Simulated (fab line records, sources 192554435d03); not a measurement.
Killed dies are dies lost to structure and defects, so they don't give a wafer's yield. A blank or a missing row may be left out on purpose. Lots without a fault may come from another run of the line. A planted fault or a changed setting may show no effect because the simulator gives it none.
fab line records | flow n5_finfet
record lots=5 wafers=15 last_day=17
route steps=1938 shown BEOL_M3@1015 BEOL_M4@1021
lots that met no fault: from a run of the same line without faults
start_h: hours from the record's first day to the start of the lot's first wafer shown | wait_h: hours since the lot's step before | " the same as in the row above | L1.1+2: a row that stands for several wafers | - no value, or no start given | * or withheld: withheld | < > ~ a bound
route shown NAME@n: a module of which the file shows steps, and the number in the route of the first | usual: mean/standard deviation of fault-free wafers | same: alike in all rows | chamber/n: place in a boat | sites: the reading at each site | _std_site: their standard deviation | _edge_site: outer sites' mean less inner sites' | radius_mm: how far each site lies from the wafer's centre | mask NAME#n: copy n | behind: the tool/chamber that last shaped the wafer | hold: why the lot was held/for how many hours/how that ended | device: the transistor (n, p or np) that didn't switch | end of line: the same wafers' tests at the end of the route | a step without rows: its recipe alone | killed: dies lost to structure and defects at the first sort, not the wafer's yield | map: a wafer's dies, x killed, . not, _ none there
set.NAME: the setting as run; set.NAME@STEP: as run at that earlier step | model.NAME: the simulator's own value behind a step, which no gauge read
lots at some steps of the route; a table a step, a row a wafer
services: from which hour (start_h, from the record's first day; less than 0 if before it) a tool's chamber was out of use, for how many hours, and why
## steps
# step N5_BEOL_M3_PRE_CLEAN_60
# recipe gas=NH3/H2 time_s=15 temp_c=* rf_power_w=300
# usual heater_power_w=76/9.9
# columns lot.wafer tool chamber start_h wait_h heater_power_w since_wet_clean_h
L079.2 cvd_co-01 0 185.84 0.0 76 727
L079.3 " 2 " " 64 268
L079.6 " 2 " " 63 -
L086.3 cvd_co-01 2 223.75 0.0 63 306
L086.4 " 0 " " 75 -
L086.6 " 1 " " 82 -
L091.1 cvd_co-02 0 253.14 0.0 76 1013
L091.2 " 1 " " 95 116
L091.3 " 2 " " 67 554
L094.2 cvd_co-01 1 276.98 0.1 81 1256
L094.4 " 1 " " 81 -
L094.6 " 0 " " 77 -
L096.1 cvd_co-02 1 285.06 0.0 95 148
L096.2 " 0 " " 77 1045
L096.4 " 1 " " 94 -
# step N5_BEOL_M3_CO_CAP_55
# recipe material=Co target_thk_a=20 temp_c=200 precursor=CCTBA/H2 pressure_torr=30 time_s=102.1
# usual heater_power_w=225/13
# columns lot.wafer tool chamber start_h wait_h heater_power_w since_wet_clean_h
L079.2 cvd_co-01 0 185.88 0.0 223 727
L079.3 " 2 " " 207 268
L079.6 " 2 " " 206 -
L086.3 cvd_co-01 2 223.79 0.0 209 306
L086.4 " 0 " " 229 -
L086.6 " 1 " " 237 -
L091.1 cvd_co-02 0 253.18 0.0 223 1013
L091.2 " 1 " " 247 117
L091.3 " 2 " " 217 554
L094.2 cvd_co-01 1 277.02 0.0 228 1256
L094.4 " 1 " " 228 -
L094.6 " 0 " " 219 -
L096.1 cvd_co-02 1 285.10 0.0 247 148
L096.2 " 0 " " 225 1045
L096.4 " 1 " " 257 -
# step N5_BEOL_M3_PRE_CLEAN_56
# recipe gas=NH3 time_s=15 temp_c=withheld rf_power_w=300
# columns lot.wafer tool chamber start_h wait_h since_wet_clean_h
L079.2 pecvd-04 2 185.97 0.1 317
L079.3 " 0 " " 1071
L079.6 " 2 " " -
L086.3 pecvd-02 0 223.89 0.1 1290
L086.4 " 1 " " -
L086.6 " 2 " " -
L091.1 pecvd-02 1 253.27 0.1 2045
L091.2 " 2 " " 566
L091.3 " 0 " " 1320
L094.2 pecvd-04 2 277.13 0.1 408
L094.4 " 0 " " -
L094.6 " 2 " " -
L096.1 pecvd-04 2 285.20 0.1 416
L096.2 " 1 " " 1895
L096.4 " 2 " " -
# step N5_BEOL_M3_DEP_57
# recipe material=SiCN target_thk_a=80 temp_c=withheld precursor=3MS/NH3 pressure_torr=3 rf_w=202 time_s=14
# usual showerhead_plenum_p_Torr=3.664/0.0085 throttle_valve_pct=9.4/0.64
# columns lot.wafer tool chamber start_h wait_h showerhead_plenum_p_Torr since_wet_clean_h throttle_valve_pct
L079.2 pecvd-04 2 185.99 0.0 3.673 317 8.4
L079.3 " 0 " " 3.661 1071 8.5
L079.6 " 2 " " 3.672 - 8.6
L086.3 pecvd-02 0 223.91 0.0 3.667 1290 10.3
L086.4 " 1 " " 3.670 - 9.0
L086.6 " 2 " " 3.672 - 9.2
L091.1 pecvd-02 1 253.29 0.0 3.653 2045 9.0
L091.2 " 2 " " 3.653 566 9.2
L091.3 " 0 " " 3.669 1320 10.4
L094.2 pecvd-04 2 277.15 0.0 3.665 408 8.4
L094.4 " 0 " " 3.655 - 8.6
L094.6 " 2 " " 3.675 - 8.6
L096.1 pecvd-04 2 285.22 0.0 3.666 416 8.4
L096.2 " 1 " " 3.644 1895 9.2
L096.4 " 2 " " 3.674 - 8.9
# step N5_BEOL_M3_RS_MEAS_58
# recipe thk_meas_gauge=four-point-probe reads=Co_of_BEOL_M3_CO_CAP_55+Cu_of_BEOL_M3_ECD_50+Co_of_BEOL_M3_CVD_47+TaN_of_BEOL_M3_ALD_84
# usual M3_RS=0.66/0.044
# columns lot.wafer tool chamber start_h wait_h M3_RS[ohm/sq]
L079.2 film_metro-01 - 186.06 0.1 0.68
L079.3 " - " " 0.67
L079.6 " - " " 0.66
L086.3 film_metro-01 - 223.98 0.1 0.75
L086.4 " - " " 0.61
L086.6 " - " " 0.66
L091.1 film_metro-01 - 253.36 0.0 0.71
L091.2 " - " " 0.68
L091.3 " - " " 0.59
L094.2 film_metro-01 - 277.22 0.1 0.65
L094.4 " - " " 0.63
L094.6 " - " " 0.68
L096.1 film_metro-01 - 285.29 0.0 0.59
L096.2 " - " " 0.74
L096.4 " - " " 0.64
# step N5_BEOL_M3_INSPECT_59
# recipe inspect_instrument=darkfield mode=post_dep
# usual raw_defect_count=65/20
# columns lot.wafer tool chamber start_h wait_h raw_defect_count
L079.2 defect_inspect-02 - 186.09 0.0 67
L079.3 " - " " 45
L079.6 " - " " 90
L086.3 defect_inspect-02 - 224.01 0.0 62
L086.4 " - " " 48
L086.6 " - " " 26
L091.1 defect_inspect-01 - 253.39 0.0 54
L091.2 " - " " 69
L091.3 " - " " 50
L094.2 defect_inspect-01 - 277.24 0.0 70
L094.4 " - " " 43
L094.6 " - " " 68
L096.1 defect_inspect-02 - 285.31 0.0 94
L096.2 " - " " 88
L096.4 " - " " 95
# step N5_BEOL_M4_ILD_DEP_00
# recipe material=SiOC target_thk_a=790 temp_c=350 precursor=DEMS/O2 pressure_torr=5 rf_w=500 time_s=15.3
# usual heater_power_w=513/64 showerhead_plenum_p_Torr=5.694/0.012 throttle_valve_pct=12.1/0.8
# columns lot.wafer tool chamber start_h wait_h heater_power_w showerhead_plenum_p_Torr since_wet_clean_h throttle_valve_pct
L079.2 pecvd-02 1 186.12 0.0 518 5.704 1978 12.4
L079.3 " 0 " " 457 5.703 1253 13.8
L079.6 " 1 " " 511 5.680 - 12.3
L086.3 pecvd-02 2 224.04 0.0 575 5.682 536 12.4
L086.4 " 0 " " 471 5.690 - 13.7
L086.6 " 2 " " 569 5.698 - 12.4
L091.1 pecvd-01 2 253.42 0.0 481 5.687 488 12.2
L091.2 " 1 " " 512 5.683 1501 11.1
L091.3 " 1 " " 508 5.697 - 11.0
L094.2 pecvd-01 2 277.28 0.0 535 5.696 512 12.1
L094.4 " 1 " " 525 5.700 - 11.1
L094.6 " 0 " " 531 5.703 - 11.9
L096.1 pecvd-02 2 285.35 0.0 563 5.720 598 12.4
L096.2 " 1 " " 529 5.694 2077 12.5
L096.4 " 2 " " 557 5.700 - 12.6
# step N5_BEOL_M4_THK_MEAS_01
# recipe reads=SiOC_of_BEOL_M4_ILD_DEP_00
# usual M4_ILD_THK=78.7/1.2
# columns lot.wafer tool chamber start_h wait_h M4_ILD_THK[nm]
L079.2 film_metro-01 - 186.84 0.7 76.7
L079.3 " - " " 77.9
L079.6 " - " " 78.2
L086.3 film_metro-01 - 224.11 0.1 78.0
L086.4 " - " " 79.6
L086.6 " - " " 78.9
L091.1 film_metro-01 - 253.51 0.1 78.2
L091.2 " - " " 77.7
L091.3 " - " " 79.9
L094.2 film_metro-01 - 277.35 0.1 78.9
L094.4 " - " " 80.3
L094.6 " - " " 82.1
L096.1 film_metro-01 - 285.43 0.1 78.0
L096.2 " - " " 77.9
L096.4 " - " " 79.2
# step N5_BEOL_M4_PECVD_72
# recipe material=SiO2 target_thk_a=160 temp_c=400 precursor=TEOS/O2 pressure_torr=5.5 rf_w=450 teos_flow_sccm=53.8 gas=O2 flow_sccm=3000 time_s=18
# usual heater_power_w=746/91 showerhead_plenum_p_Torr=8.77/0.031 throttle_valve_pct=22.4/1.4
# columns lot.wafer tool chamber start_h wait_h heater_power_w showerhead_plenum_p_Torr since_wet_clean_h throttle_valve_pct
L079.2 pecvd-02 1 186.90 0.1 830 8.76 1978 22.7
L079.3 " 2 " " 758 8.77 499 22.9
L079.6 " 1 " " 839 8.74 - 22.7
L086.3 pecvd-01 2 224.15 0.0 754 8.74 459 22.2
L086.4 " 0 " " 831 8.75 - 21.8
L086.6 " 1 " " 750 8.81 - 21.1
L091.1 pecvd-04 1 253.54 0.0 587 8.69 1864 22.8
L091.2 " 0 " " 862 8.75 1139 20.8
L091.3 " 2 " " 737 8.84 385 21.3
L094.2 pecvd-02 1 277.39 0.0 804 8.76 2069 23.2
L094.4 " 0 " " 677 8.80 - 25.6
L094.6 " 2 " " 711 8.78 - 23.3
L096.1 pecvd-04 2 285.47 0.0 693 8.80 417 21.1
L096.2 " 1 " " 467 8.69 1896 23.0
L096.4 " 2 " " 704 8.84 - 21.1
# step N5_BEOL_M4_HM_DEP_02
# recipe material=TiN target_thk_a=200 temp_c=25 chamber_pressure_pa=0.49996
# usual throttle_valve_pct=30.0/0.97
# columns lot.wafer tool chamber start_h wait_h throttle_valve_pct
L079.2 pvd_sputter-03 - 188.04 1.1 29.9
L079.3 " - " " 30.5
L079.6 " - " " 29.6
L086.3 pvd_sputter-03 - 225.81 1.6 30.2
L086.4 " - " " 30.2
L086.6 " - " " 29.6
L091.1 pvd_sputter-03 - 254.76 1.2 30.3
L091.2 " - " " 28.3
L091.3 " - " " 30.0
L094.2 pvd_sputter-03 - 279.08 1.7 30.2
L094.4 " - " " 29.5
L094.6 " - " " 28.4
L096.1 pvd_sputter-03 - 287.72 2.2 30.1
L096.2 " - " " 28.3
L096.4 " - " " 29.4
# step N5_BEOL_M4_COAT_61
# recipe resist=SOC temp_c=250 time_s=60 spin_rpm=1500 resist_thk_nm=60
# usual chill_plate_temp_C=22.99/0.1
# columns lot.wafer tool chamber start_h wait_h chill_plate_temp_C
L079.2 litho_track-05 0 188.17 0.1 23.11
L079.3 " 0 " " 22.90
L079.6 " 0 " " 23.10
L086.3 litho_track-01 0 227.14 1.3 23.08
L086.4 " 0 " " 23.00
L086.6 " 0 " " 23.02
L091.1 litho_track-03 0 254.88 0.1 23.12
L091.2 " 0 " " 22.81
L091.3 " 0 " " 23.14
L094.2 litho_track-05 0 279.21 0.1 22.64
L094.4 " 0 " " 22.89
L094.6 " 0 " " 22.88
L096.1 litho_track-01 0 287.85 0.1 22.87
L096.2 " 0 " " 22.84
L096.4 " 0 " " 23.04
# step N5_BEOL_M4_COAT_62
# recipe resist=SiARC temp_c=220 time_s=60 spin_rpm=1500 resist_thk_nm=12
# usual chill_plate_temp_C=22.99/0.11
# columns lot.wafer tool chamber start_h wait_h chill_plate_temp_C
L079.2 litho_track-05 0 - - 22.97
L079.3 " 0 " " 22.90
L079.6 " 0 " " 22.94
L086.3 litho_track-01 0 - - 22.95
L086.4 " 0 " " 23.10
L086.6 " 0 " " 23.14
L091.1 litho_track-03 0 - - 22.92
L091.2 " 0 " " 22.82
L091.3 " 0 " " 22.84
L094.2 litho_track-05 0 - - 22.78
L094.4 " 0 " " 23.07
L094.6 " 0 " " 22.95
L096.1 litho_track-01 0 - - 23.10
L096.2 " 0 " " 23.22
L096.4 " 0 " " 23.10
# step N5_BEOL_M4_COAT_73
# recipe resist=underlayer temp_c=205 time_s=60 spin_rpm=1500 resist_thk_nm=5
# usual chill_plate_temp_C=22.99/0.11
# columns lot.wafer tool chamber start_h wait_h chill_plate_temp_C
L079.2 litho_track-05 0 - - 23.06
L079.3 " 0 " " 23.15
L079.6 " 0 " " 23.04
L086.3 litho_track-01 0 - - 23.06
L086.4 " 0 " " 22.98
L086.6 " 0 " " 22.96
L091.1 litho_track-03 0 - - 22.88
L091.2 " 0 " " 22.92
L091.3 " 0 " " 22.88
L094.2 litho_track-05 0 - - 23.07
L094.4 " 0 " " 23.00
L094.6 " 0 " " 23.00
L096.1 litho_track-01 0 - - 22.94
L096.2 " 0 " " 23.04
L096.4 " 0 " " 23.04
# step N5_BEOL_M4_COAT_05
# recipe resist=CAR-EUV spin_rpm=1500 resist_thk_nm=30
# usual chill_plate_temp_C=22.97/0.098
# columns lot.wafer tool chamber start_h wait_h chill_plate_temp_C
L079.2 litho_track-05 0 - - 23.01
L079.3 " 0 " " 22.90
L079.6 " 0 " " 23.16
L086.3 litho_track-01 0 - - 23.06
L086.4 " 0 " " 23.02
L086.6 " 0 " " 22.89
L091.1 litho_track-03 0 - - 22.97
L091.2 " 0 " " 23.08
L091.3 " 0 " " 23.05
L094.2 litho_track-05 0 - - 23.05
L094.4 " 0 " " 22.87
L094.6 " 0 " " 23.03
L096.1 litho_track-01 0 - - 22.98
L096.2 " 0 " " 22.76
L096.4 " 0 " " 23.04
# step N5_BEOL_M4_EBR_07
# recipe solvent=PGMEA ebr_width_mm=1.5
# usual chill_plate_temp_C=23.00/0.1
# same ebr_width_mm=1.5
# columns lot.wafer tool chamber start_h wait_h chill_plate_temp_C
L079.2 litho_track-05 0 - - 23.10
L079.3 " 0 " " 23.16
L079.6 " 0 " " 23.04
L086.3 litho_track-01 0 - - 22.89
L086.4 " 0 " " 23.17
L086.6 " 0 " " 22.96
L091.1 litho_track-03 0 - - 22.95
L091.2 " 0 " " 22.95
L091.3 " 0 " " 22.89
L094.2 litho_track-05 0 - - 23.09
L094.4 " 0 " " 23.01
L094.6 " 0 " " 23.14
L096.1 litho_track-01 0 - - 22.91
L096.2 " 0 " " 22.80
L096.4 " 0 " " 22.95
# step N5_BEOL_M4_SOFTBAKE_06
# recipe temp_c=110 time_s=60 resist=CAR-EUV
# usual chill_plate_temp_C=23.02/0.11
# columns lot.wafer tool chamber start_h wait_h chill_plate_temp_C
L079.2 litho_track-05 0 - - 23.09
L079.3 " 0 " " 23.12
L079.6 " 0 " " 23.04
L086.3 litho_track-01 0 - - 22.89
L086.4 " 0 " " 22.92
L086.6 " 0 " " 23.12
L091.1 litho_track-03 0 - - 23.10
L091.2 " 0 " " 23.08
L091.3 " 0 " " 23.10
L094.2 litho_track-05 0 - - 23.02
L094.4 " 0 " " 23.09
L094.6 " 0 " " 22.89
L096.1 litho_track-01 0 - - 23.11
L096.2 " 0 " " 23.06
L096.4 " 0 " " 23.08
# step N5_BEOL_M4_EXPOSE_08
# recipe mask_id=M4 na=0.33 source_shape=dipole sigma_inner=0.369 sigma_outer=0.767 polarization=unpolarized dose_mj=41.25
# usual exposure_dose_mJ_cm2=41.8/0.31 stage_msd_nm=0.813/0.025
# same sigma_inner=0.369
# columns lot.wafer tool chamber start_h wait_h mask exposure_dose_mJ_cm2 stage_msd_nm
L079.2 euv_scanner-02 0 188.32 - M4#0 41.9 0.824
L079.3 " 0 " " M4#0 41.9 0.827
L079.6 " 0 " " M4#0 42.0 0.825
L086.3 euv_scanner-02 0 228.36 - M4#0 42.0 0.824
L086.4 " 0 " " M4#0 42.0 0.823
L086.6 " 0 " " M4#0 41.9 0.824
L091.1 euv_scanner-01 0 255.14 - M4#0 41.2 0.754
L091.2 " 0 " " M4#0 41.1 0.755
L091.3 " 0 " " M4#0 41.1 0.753
L094.2 euv_scanner-01 0 279.48 - M4#0 41.1 0.757
L094.4 " 0 " " M4#0 41.2 0.752
L094.6 " 0 " " M4#0 41.1 0.758
L096.1 euv_scanner-02 0 287.98 - M4#0 41.9 0.825
L096.2 " 0 " " M4#0 41.9 0.826
L096.4 " 0 " " M4#0 41.9 0.826
# step N5_BEOL_M4_PEB_09
# recipe peb_temp_c=100 peb_time_s=60 resist=CAR-EUV
# usual chill_plate_temp_C=23.01/0.11
# columns lot.wafer tool chamber start_h wait_h chill_plate_temp_C
L079.2 litho_track-03 0 188.37 0.1 23.13
L079.3 " 0 " " 22.96
L079.6 " 0 " " 23.06
L086.3 litho_track-03 0 228.41 0.0 22.88
L086.4 " 0 " " 22.77
L086.6 " 0 " " 22.94
L091.1 litho_track-03 0 255.21 0.1 23.05
L091.2 " 0 " " 23.04
L091.3 " 0 " " 23.18
L094.2 litho_track-01 0 279.53 0.1 22.88
L094.4 " 0 " " 22.92
L094.6 " 0 " " 22.82
L096.1 litho_track-01 0 288.05 0.1 23.11
L096.2 " 0 " " 23.06
L096.4 " 0 " " 23.12
# step N5_BEOL_M4_DEVELOP_10
# recipe develop_time_s=30 developer=TMAH resist=CAR-EUV rinse_liquid=surfactant_rinse dry=air_spin dev_temp_c=23
# usual chill_plate_temp_C=23.02/0.1 developer_temp_C=23.01/0.11
# columns lot.wafer tool chamber start_h wait_h chill_plate_temp_C developer_temp_C
L079.2 litho_track-03 0 - - 22.99 23.17
L079.3 " 0 " " 22.95 23.19
L079.6 " 0 " " 23.05 23.12
L086.3 litho_track-03 0 - - 23.13 23.13
L086.4 " 0 " " 23.20 23.10
L086.6 " 0 " " 23.01 23.14
L091.1 litho_track-03 0 - - 23.15 22.99
L091.2 " 0 " " 23.08 22.96
L091.3 " 0 " " 23.14 23.12
L094.2 litho_track-01 0 - - 23.18 23.13
L094.4 " 0 " " 23.23 23.06
L094.6 " 0 " " 23.12 23.33
L096.1 litho_track-01 0 - - 23.08 22.76
L096.2 " 0 " " 23.01 22.90
L096.4 " 0 " " 23.01 22.87
# step N5_BEOL_M4_CD_MEAS_11
# recipe target_cd_nm=16.79 landing_energy_ev=500 detector=se_inlens polarity=opening
# usual cd_nm=16.90/0.25
# same landing_energy_ev=500
# columns lot.wafer tool chamber start_h wait_h cd_nm
L079.2 cd_sem-03 0 188.44 - 16.97
L079.3 " 0 " " 17.32
L079.6 " 0 " " 17.02
L086.3 cd_sem-02 0 228.48 - 16.57
L086.4 " 0 " " 17.01
L086.6 " 0 " " 16.80
L091.1 cd_sem-02 0 255.28 - 17.27
L091.2 " 0 " " 16.90
L091.3 " 0 " " 17.35
L094.2 cd_sem-01 0 279.60 - 16.99
L094.4 " 0 " " 16.60
L094.6 " 0 " " 17.43
L096.1 cd_sem-03 0 288.11 - 17.46
L096.2 " 0 " " 16.97
L096.4 " 0 " " 16.92
# step N5_BEOL_M4_OVL_MEAS_12
# recipe points_per_wafer=522
# usual M4_OVL=-0.1/0.75
# columns lot.wafer tool chamber start_h wait_h M4_OVL[nm]
L079.2 overlay-01 0 188.48 0.0 0.8
L079.3 " 0 " " 1.1
L079.6 " 0 " " 0.4
L086.3 overlay-02 0 228.52 0.0 0.9
L086.4 " 0 " " -0.3
L086.6 " 0 " " 0.2
L091.1 overlay-01 0 255.31 0.0 1.1
L091.2 " 0 " " -0.3
L091.3 " 0 " " 0.7
L094.2 overlay-01 0 279.64 0.0 0.3
L094.4 " 0 " " 0.7
L094.6 " 0 " " -0.1
L096.1 overlay-01 0 288.14 0.0 -0.3
L096.2 " 0 " " 0.2
L096.4 " 0 " " -0.2
# step N5_BEOL_M4_INSPECT_13
# recipe mode=adi inspect_instrument=brightfield
# usual raw_defect_count=374/97
# columns lot.wafer tool chamber start_h wait_h raw_defect_count
L079.2 defect_inspect-01 - 188.53 0.0 367
L079.3 " - " " 309
L079.6 " - " " 500
L086.3 defect_inspect-01 - 228.57 0.0 343
L086.4 " - " " 313
L086.6 " - " " 278
L091.1 defect_inspect-02 - 255.36 0.1 234
L091.2 " - " " 297
L091.3 " - " " 252
L094.2 defect_inspect-01 - 279.69 0.0 560
L094.4 " - " " 430
L094.6 " - " " 507
L096.1 defect_inspect-02 - 288.20 0.1 387
L096.2 " - " " 424
L096.4 " - " " 353
# step N5_BEOL_M4_DESCUM_16
# recipe chemistry=O2 time_s=7 source_power_w=50 bias_power_w=20 pressure_mtorr=20 rf_frequency_hz=2.712e+07 temp_c=40 resist=CAR-EUV o2_flow_sccm=225
# usual chamber_pressure_mTorr=20.004/0.019 drypump_motor_current_A=5.3/0.5 oes_product_au=0.79/0.11 rf_vpp_V=243.0/1.5 showerhead_plenum_p_Torr=2.08/0.079 throttle_valve_pct=20.39/0.22
# columns lot.wafer tool chamber start_h wait_h chamber_pressure_mTorr drypump_motor_current_A oes_product_au rf_hours_counter_h rf_vpp_V showerhead_plenum_p_Torr throttle_valve_pct
L079.2 rie_diel-04 1 188.56 0.0 19.983 5.3 0.95 5 244.8 2.25 20.30
L079.3 " 2 " " 19.991 5.3 0.71 197 242.7 2.03 20.49
L079.6 " 2 " " 20.002 5.3 0.71 - 240.7 2.03 20.47
L086.3 rie_diel-04 0 228.60 0.0 20.012 5.5 0.96 8 242.3 2.02 20.30
L086.4 " 2 " " 20.004 5.3 0.70 214 242.4 2.02 20.53
L086.6 " 2 " " 19.997 5.3 0.69 - 241.8 2.02 20.49
L091.1 rie_diel-01 3 255.40 0.0 20.002 4.8 0.94 17 240.5 2.07 20.15
L091.2 " 1 " " 20.000 4.7 0.70 227 244.3 2.15 20.60
L091.3 " 0 " " 19.977 4.9 0.88 41 242.9 2.04 20.28
L094.2 rie_diel-04 3 280.21 0.5 19.996 4.9 0.67 241 242.4 2.13 20.70
L094.4 " 0 " " 19.976 5.5 0.90 25 241.3 2.02 20.32
L094.6 " 3 " " 20.004 4.9 0.67 - 244.1 2.13 20.69
L096.1 rie_diel-04 0 288.86 0.7 20.017 5.4 0.91 29 241.4 2.02 20.34
L096.2 " 2 " " 20.004 5.3 0.68 237 241.9 2.01 20.54
L096.4 " 3 " " 20.005 4.9 0.67 245 244.3 2.13 20.69
# step N5_BEOL_M4_ETCH_74
# recipe chemistry=N2/H2 target=underlayer target_depth_a=65 mask_material=CAR-EUV time_s=5.2 ion_energy_ev=200 pressure_mtorr=30 source_w=840 bias_w=150 n2_flow_sccm=200 h2_flow_sccm=200 ends=cleared
# usual chamber_pressure_mTorr=30.00/0.04 drypump_motor_current_A=5.3/0.5 etch_rf_on_time_s=5.27/0.13 oes_product_au=0.67/0.087 rf_vpp_V=523.5/2.9 showerhead_plenum_p_Torr=2.53/0.088 throttle_valve_pct=17.82/0.26
# columns lot.wafer tool chamber start_h wait_h chamber_pressure_mTorr drypump_motor_current_A etch_rf_on_time_s oes_product_au rf_hours_counter_h rf_vpp_V showerhead_plenum_p_Torr throttle_valve_pct
L079.2 rie_diel-04 1 188.60 0.0 30.02 5.4 5.31 0.80 5 530.5 2.71 17.69
L079.3 " 2 " " 29.94 5.3 5.10 0.61 197 522.4 2.44 17.78
L079.6 " 2 " " 30.06 5.3 5.17 0.61 - 519.0 2.44 17.77
L086.3 rie_diel-04 0 228.63 0.0 29.91 5.4 5.14 0.82 8 522.7 2.50 17.93
L086.4 " 2 " " 30.03 5.3 5.22 0.59 214 519.9 2.44 17.82
L086.6 " 2 " " 29.99 5.3 5.31 0.60 - 519.9 2.44 17.81
L091.1 rie_diel-01 3 255.43 0.0 30.03 4.9 5.13 0.79 17 520.8 2.50 17.48
L091.2 " 1 " " 30.03 4.7 5.22 0.60 227 526.8 2.61 18.01
L091.3 " 0 " " 29.97 4.9 5.20 0.75 41 523.3 2.46 17.53
L094.2 rie_diel-04 3 280.24 0.0 29.94 4.9 5.34 0.57 241 525.7 2.59 18.14
L094.4 " 0 " " 29.94 5.5 5.09 0.79 25 521.2 2.49 17.98
L094.6 " 3 " " 29.95 4.9 5.36 0.57 - 527.9 2.59 18.13
L096.1 rie_diel-04 0 288.89 0.0 30.03 5.4 5.14 0.79 29 521.2 2.49 17.99
L096.2 " 2 " " 30.02 5.3 5.23 0.58 237 521.0 2.43 17.85
L096.4 " 3 " " 30.04 4.8 5.45 0.56 245 529.0 2.59 18.15
# step N5_BEOL_M4_ETCH_63
# recipe chemistry=CF4 target=SiARC target_depth_a=156 mask_material=CAR-EUV time_s=26 ion_energy_ev=80 pressure_mtorr=40 source_w=545 bias_w=36 Ar_flow_sccm=100 cf4_flow_sccm=100 ends=cleared
# usual chamber_pressure_mTorr=40.00/0.032 drypump_motor_current_A=5.3/0.5 etch_rf_on_time_s=26.3/0.71 oes_product_au=0.67/0.087 rf_vpp_V=183.9/1.2 showerhead_plenum_p_Torr=2.13/0.076 throttle_valve_pct=15.55/0.3
# columns lot.wafer tool chamber start_h wait_h chamber_pressure_mTorr drypump_motor_current_A etch_rf_on_time_s oes_product_au rf_hours_counter_h rf_vpp_V showerhead_plenum_p_Torr throttle_valve_pct
L079.2 rie_diel-04 1 188.61 0.0 40.04 5.3 26.7 0.79 5 186.3 2.26 15.20
L079.3 " 2 " " 40.03 5.3 25.8 0.61 197 182.6 2.05 15.44
L079.6 " 2 " " 39.98 5.3 25.6 0.61 - 183.9 2.05 15.43
L086.3 rie_diel-04 0 228.65 0.0 40.01 5.5 25.7 0.82 8 184.1 2.11 15.62
L086.4 " 2 " " 40.00 5.3 25.8 0.59 214 182.3 2.04 15.47
L086.6 " 2 " " 39.97 5.3 26.1 0.59 - 183.7 2.04 15.46
L091.1 rie_diel-01 3 255.45 0.0 39.99 4.9 25.7 0.80 17 181.6 2.09 15.09
L091.2 " 1 " " 40.04 4.7 25.7 0.61 227 184.4 2.20 15.80
L091.3 " 0 " " 40.05 4.9 26.2 0.74 41 183.2 2.11 15.50
L094.2 rie_diel-04 3 280.26 0.0 40.05 4.8 27.3 0.56 241 183.1 2.21 16.08
L094.4 " 0 " " 40.04 5.5 25.6 0.78 25 184.0 2.10 15.66
L094.6 " 3 " " 39.98 4.8 27.2 0.57 - 184.1 2.21 16.06
L096.1 rie_diel-04 0 288.91 0.0 40.00 5.5 26.1 0.78 29 183.5 2.10 15.65
L096.2 " 2 " " 40.05 5.3 26.1 0.58 237 182.3 2.03 15.51
L096.4 " 3 " " 40.00 4.9 27.0 0.57 245 185.0 2.21 16.08
# step N5_BEOL_M4_ETCH_64
# recipe chemistry=N2/H2 target=SOC target_depth_a=750 overetch_a=225 mask_material=SiARC temp_c=40 time_s=121.9 ion_energy_ev=200 pressure_mtorr=30 source_w=840 bias_w=150 n2_flow_sccm=200 h2_flow_sccm=200
# usual chamber_pressure_mTorr=29.998/0.024 drypump_motor_current_A=5.3/0.5 oes_product_au=0.60/0.075 rf_vpp_V=523.4/2.7 showerhead_plenum_p_Torr=2.53/0.088 throttle_valve_pct=17.78/0.26
# columns lot.wafer tool chamber start_h wait_h chamber_pressure_mTorr drypump_motor_current_A oes_product_au rf_hours_counter_h rf_vpp_V showerhead_plenum_p_Torr throttle_valve_pct
L079.2 rie_diel-04 1 188.64 0.0 30.026 5.4 0.72 5 528.1 2.71 17.62
L079.3 " 2 " " 29.973 5.3 0.54 197 521.6 2.44 17.74
L079.6 " 2 " " 29.946 5.3 0.54 - 520.9 2.44 17.74
L086.3 rie_diel-04 0 228.68 0.0 30.029 5.5 0.72 8 521.6 2.50 17.88
L086.4 " 2 " " 29.966 5.3 0.53 214 521.4 2.44 17.78
L086.6 " 2 " " 30.035 5.3 0.53 - 521.2 2.44 17.79
L091.1 rie_diel-01 3 255.48 0.0 29.992 4.9 0.71 17 521.3 2.50 17.44
L091.2 " 1 " " 29.979 4.7 0.53 227 527.4 2.61 17.96
L091.3 " 0 " " 29.981 4.9 0.66 41 521.1 2.46 17.51
L094.2 rie_diel-04 3 280.29 0.0 29.988 4.9 0.52 241 525.6 2.59 18.11
L094.4 " 0 " " 29.971 5.4 0.69 25 522.9 2.49 17.94
L094.6 " 3 " " 30.017 4.9 0.52 - 524.6 2.59 18.12
L096.1 rie_diel-04 0 288.94 0.0 30.006 5.5 0.70 29 522.1 2.49 17.92
L096.2 " 2 " " 30.008 5.3 0.52 237 520.5 2.43 17.80
L096.4 " 3 " " 30.043 4.8 0.52 245 527.0 2.59 18.10
# step N5_BEOL_M4_STRIP_65
# recipe chemistry=N2/H2 temp_c=40 n2_flow_sccm=200 h2_flow_sccm=200 rf_frequency_hz=6e+07
# columns lot.wafer tool chamber start_h wait_h
L079.2+3+6 rie_diel-04 1,2,2 188.75 0.1
L086.3+4+6 rie_diel-04 0,2,2 228.79 0.1
L091.1+2+3 rie_diel-01 3,1,0 255.59 0.1
L094.2+4+6 rie_diel-04 3,0,3 280.40 0.1
L096.1+2+4 rie_diel-04 0,2,3 289.05 0.1
# step N5_BEOL_M4_STRIP_75
# recipe chemistry=N2/H2 temp_c=40 n2_flow_sccm=200 h2_flow_sccm=200 rf_frequency_hz=6e+07
# columns lot.wafer tool chamber start_h wait_h
L079.2+3+6 rie_diel-04 1,2,2 188.76 0.0
L086.3+4+6 rie_diel-04 0,2,2 228.80 0.0
L091.1+2+3 rie_diel-01 3,1,0 255.60 0.0
L094.2+4+6 rie_diel-04 3,0,3 280.41 0.0
L096.1+2+4 rie_diel-04 0,2,3 289.06 0.0
## services
# columns tool chamber start_h hours kind
rie_diel-04 1 165.36 - clean
rie_diel-04 1 165.36 - consumable_replace:focus_ring
rie_diel-04 1 165.36 - consumable_replace:showerhead
rie_diel-04 1 165.36 12.3 scheduled_down
rie_diel-04 1 165.36 12.3 vent_cycle
rie_diel-04 0 177.71 - clean
rie_diel-04 0 177.71 - consumable_replace:focus_ring
rie_diel-04 0 177.71 25.2 scheduled_down
rie_diel-04 0 177.71 25.2 vent_cycle
euv_scanner-02 - 179.73 1.0 pm
pecvd-04 - 191.31 14.0 repair
euv_scanner-01 - 191.64 38.7 repair
pecvd-04 1 211.99 6.6 repair
pecvd-02 - 217.23 0.5 repair
pecvd-04 - 234.31 0.6 repair
rie_diel-04 - 235.24 2.8 pm
euv_scanner-02 - 235.88 1.0 pm
rie_diel-04 - 240.99 2.6 repair
pecvd-01 0 245.86 8.9 repair
cvd_co-02 - 257.77 2.8 pm
rie_diel-01 0 269.87 1.4 repair
euv_scanner-01 - 273.90 1.0 pm
euv_scanner-02 - 278.02 3.7 repair
cvd_co-02 0 288.99 4.1 repair
## key
fault none
